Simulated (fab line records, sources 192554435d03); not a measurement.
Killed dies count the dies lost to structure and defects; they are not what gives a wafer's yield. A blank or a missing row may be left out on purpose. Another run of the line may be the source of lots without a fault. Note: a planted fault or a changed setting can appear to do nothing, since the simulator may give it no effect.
Split-lot study	flow n5_finfet	route with 1938 steps; 7 lots, 21 wafers read

== ABOUT THE SPLIT ==
At N5_PASSIVATION_EXPOSE_07 (exposes mask TV, defocus 0 nm, target cd 3000 nm), the setting dose_mj was moved away from the recipe's 22.75 on 11 of the 21 wafers read, by +2.8% to +6.2%. The other wafers ran this setting at the recipe's value.

== FROM THE SPLIT TO THE READING: what the file shows between them, 3 steps ==
- N5_PASSIVATION_PEB_08
- N5_PASSIVATION_DEVELOP_09: develop time 60 s
- N5_PASSIVATION_HARDBAKE_11: time 120 s

== THE READING ==
cd_nm, in nm, at N5_PASSIVATION_CD_MEAS_10 (target cd 3000 nm). Fault-free wafers of this fab line usually give 3000 nm, standard deviation 3.6 nm.

wafer	tool, chamber at the split	dose_mj as run	against the recipe	cd_nm, nm	against lot-mates on the recipe
L081.2	krf_scanner-02, 0	23.87	+4.9%	3010	+13
L081.3	krf_scanner-02, 0	23.87	+4.9%	3012	+15
L081.6	krf_scanner-02, 0	22.75	recipe	2997	-
L082.2	krf_scanner-02, 0	23.68	+4.1%	3008	+12
L082.3	krf_scanner-02, 0	23.68	+4.1%	3005	+9
L082.5	krf_scanner-02, 0	22.75	recipe	2996	-
L088.1	krf_scanner-01, 0	22.75	recipe	2999	-
L088.4	krf_scanner-01, 0	22.75	recipe	2999	-
L088.5	krf_scanner-01, 0	22.75	recipe	2998	-
L087.1	krf_scanner-02, 0	23.45	+3.1%	3009	no lot-mate on the recipe
L087.3	krf_scanner-02, 0	23.45	+3.1%	3007	no lot-mate on the recipe
L087.5	krf_scanner-02, 0	23.45	+3.1%	3006	no lot-mate on the recipe
L089.3	krf_scanner-01, 0	24.16	+6.2%	3007	+7
L089.4	krf_scanner-01, 0	22.75	recipe	3000	-
L089.5	krf_scanner-01, 0	24.16	+6.2%	3011	+11
L092.2	krf_scanner-01, 0	23.39	+2.8%	3006	+8
L092.5	krf_scanner-01, 0	22.75	recipe	2998	-
L092.6	krf_scanner-01, 0	23.39	+2.8%	3005	+7
L096.3	krf_scanner-02, 0	22.75	recipe	3006	-
L096.4	krf_scanner-02, 0	22.75	recipe	3004	-
L096.5	krf_scanner-02, 0	22.75	recipe	3004	-

FIT RESULTS
A straight line over all 21 wafers: cd_nm changes by +1.75 nm for each +1% of dose_mj; r = +0.83; the points scatter about the line by 2.8 nm.
The same after taking each lot's own level away (the mean of its wafers on the recipe; 18 wafers): +2.08 nm for each +1%; r = +0.91; scatter 2.3 nm.
According to that fit, moving dose_mj by its largest amount changes the reading by 13 nm.
The span of the lots' own levels, 2996.0 to 3004.7 nm, comes to 2.4 times the standard deviation stated above.
So the lot-to-lot level changes the slope: the two fits differ.
Check: +15.1 nm against its lot-mates is what the line predicts for one of the wafers moved furthest among these (+6.2%) when that wafer is left out of the fit. It came out at +7 nm against them.

== THE OTHER SPLITS THESE WAFERS WENT THROUGH ==
Other splits were also applied to these wafers ahead of the reading. Each is held against what the fit with the lots' levels taken away leaves over:
other split on the same wafers	wafers away from the commonest value	r with cd_nm (lot level and that fit taken away)
N5_BEOL_M10_ETCH_62 time_s	6	+0.59
N5_BEOL_M10_PEB_26 peb_time_s	5	-0.27
N5_BEOL_M11_VIA_ETCH_34 time_s	10	+0.06
N5_BEOL_M12_COAT_65 spin_rpm	10	+0.03
N5_BEOL_M13_COAT_58 spin_rpm	10	-0.71
N5_BEOL_M15_ETCH_61 time_s	4	+0.22
N5_PASSIVATION_PECVD_01 time_s	10	-0.32

== FILE'S OWN FIT ==
cd_nm changes by +2.15 nm for each +1% of dose_mj, r = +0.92.
